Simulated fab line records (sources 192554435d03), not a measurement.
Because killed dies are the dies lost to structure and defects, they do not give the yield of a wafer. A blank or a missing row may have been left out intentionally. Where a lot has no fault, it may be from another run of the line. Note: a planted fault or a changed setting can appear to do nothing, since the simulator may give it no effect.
Problem report in the 8D (eight disciplines) form, filled by code	flow n5_finfet	the parts of the form that need people (team, actions taken, sign-off) are left out

1. THE ISSUE
Across 9 wafers from 3 lots, CJ_N at N5_BEOL_M4_RC_MEAS_101 averages 5.20, while fault-free wafers read 4.35 with a standard deviation of 0.061. Measured from the usual mean, that is +14 standard deviations.
First observed at day 13 11:38: wafer L790.1, on prober-02. The record has a number at this step for 30 wafers belonging to 10 lots. Rule for "out", or "out of limits": more than 4 standard deviations from the usual mean. Any other wafer with a number is counted as sound.

2. WHAT THIS IS AND IS NOT
question	is	is not
which readings at this step	CJ_N	DIBL_N, SS_P
which lots	L790, L791, L792	L777, L779, L780, L781, L782, L784, L795
which wafers of those lots	all that have a number	-
read on which gauges	prober-01, prober-02	-
when	from day 13 11:38	up to then (18 sound wafers); but 3 sound wafers of L795 came after

3. THE SUSPECTS, EACH WITH WHAT RULES IT OUT
Counting: a tool at a process step up to the reading stays a suspect if it ran every lot that is out and no sound lot after the first of them.
- ruled out: the gauge at N5_BEOL_M4_RC_MEAS_101. The wafers that are out were read on 2 gauges (prober-01, prober-02).
- implanter-01 at N5_WELL_APT_IMPLANT_32: kept. All lots that are out passed through it, beginning with L790 at day 5 21:31, and no sound lot followed; its final sound lot before that point was L782 at day 3 22:19. Its own dose_ions_cm2, faraday_current_uA readings are out on those wafers.
The count leaves implanter-01 at N5_WELL_APT_IMPLANT_32.

4. THE CAUSE (what the simulator had put in)
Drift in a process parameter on implanter-01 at N5_WELL_APT_IMPLANT_32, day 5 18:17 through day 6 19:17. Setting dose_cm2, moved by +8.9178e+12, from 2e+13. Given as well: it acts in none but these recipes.
Counting left only this tool.

5. THE EFFECT CHAIN, in route order
Each row: a reading whose mean over the struck wafers that have a number lies more than 3 standard deviations from the usual. Scope: only readings with a usual standard deviation given in the record; hours: median across lots of the time from each lot's start at the first step in this table that gives one to its start at this step; sigmas: change in usual standard deviations.
hours	step	reading	usual	on struck wafers	change	sigmas
0	N5_WELL_APT_IMPLANT_32	dose_ions_cm2	1.9998e+13	2.8917e+13	+8.9190e+12	+99 or more
0	N5_WELL_APT_IMPLANT_32	faraday_current_uA	254	366	+112	+21
176	N5_BEOL_M4_RC_MEAS_101	CJ_N	4.35	5.20	+0.85	+14
176	N5_BEOL_M4_RC_MEAS_101	RS_PWELL	3012 ohm/sq	2936	-76	-3.0
Process steps it contains:
- N5_WELL_APT_IMPLANT_32

6. WHAT WOULD HAVE CAUGHT IT SOONER
In this record the first reading out of limits at a measuring or inspecting step was taken at day 13 11:38, 185 hours after the fault began at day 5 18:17.
At N5_WELL_APT_IMPLANT_32, the tool's own readings (dose_ions_cm2, faraday_current_uA) were out on each struck wafer the step has a row for, so an alarm limit on them would have fired on the first such wafer.
Lots out: 3; all had begun N5_WELL_APT_IMPLANT_32 on implanter-01 by day 13 11:38. Had the tool been put on hold then, not one of them would have been saved.
